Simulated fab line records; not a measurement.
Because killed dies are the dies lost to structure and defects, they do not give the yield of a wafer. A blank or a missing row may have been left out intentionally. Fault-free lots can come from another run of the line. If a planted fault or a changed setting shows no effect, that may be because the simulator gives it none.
Chamber matching    flow n5-finfet    N5_BEOL_M2_ILD_DEP_00 on pecvd-04 has 3 sister chambers
The step deposits SiOC from DEMS/O2, target thk 79 nm, time 15.3 s. 18 wafers are shown with their chamber, then 9 later ones without.

WAFERS, EACH WITH ITS CHAMBER
wafer   chamber  throttle-valve-pct (%)  showerhead-plenum-p-Torr (Torr)  heater-power-w (W)
L075.1  0        12.4                    5.692                            451
L075.2  2        11.3                    5.707                            442
L075.4  0        12.4                    5.687                            445
L077.1  1        11.4                    5.688                            529
L077.2  2        11.2                    5.701                            511
L077.4  0        12.4                    5.682                            388
L083.2  1        11.5                    5.705                            531
L083.5  0        12.1                    5.709                            461
L083.6  1        11.7                    5.702                            528
L084.3  2        11.0                    5.710                            475
L084.4  0        12.3                    5.684                            459
L084.5  0        12.4                    5.691                            453
L089.2  1        11.5                    5.712                            465
L089.4  2        11.4                    5.698                            518
L089.6  0        12.3                    5.679                            476
L090.2  0        12.3                    5.677                            464
L090.3  1        11.7                    5.708                            459
L090.4  1        11.5                    5.701                            464

SIGNATURES (averages over the wafers above)
reading                   chamber 0  chamber 1  chamber 2  scatter within a chamber
throttle-valve-pct        12.325     11.550     11.225     0.126
showerhead-plenum-p-Torr  5.68762    5.70267    5.70400    0.00875
heater-power-w            449.62     496.00     486.50     32
Rule: for a wafer and a chamber, the distance is found by dividing, reading by reading, the gap between the wafer's reading and the chamber's mean by the reading's scatter, squaring, summing and taking the root. If the next closest chamber is less than 2 further off than the closest, the wafer can't be placed; otherwise it belongs to the closest. The scatter: take each reading less its chamber's mean, square it, sum over the shown wafers, divide by the number of wafers less the number of chambers, and take the root.

WAFERS WITH NO CHAMBER GIVEN
wafer   throttle-valve-pct (%)  showerhead-plenum-p-Torr (Torr)  heater-power-w (W)
L092.2  11.8                    5.711                            510
L092.3  12.4                    5.701                            474
L092.4  12.4                    5.686                            474
L093.1  11.6                    5.710                            445
L093.3  11.1                    5.715                            506
L093.4  11.4                    5.704                            513
L097.4  12.3                    5.686                            422
L097.5  11.5                    5.697                            501
L097.6  11.7                    5.719                            504

EACH ONE'S CHAMBER
wafer   from the rows above      in truth
L092.2  1                        1
L092.3  0                        0
L092.4  0                        0
L093.1  can't be placed: 1 or 2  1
L093.3  2                        2
L093.4  can't be placed: 1 or 2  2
L097.4  0                        0
L097.5  can't be placed: 1 or 2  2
L097.6  can't be placed: 1 or 2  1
Placed correctly: 5 of 9. Not placeable from these rows: 4 (in 4, the candidates include the true chamber). Number placed wrongly: 0.
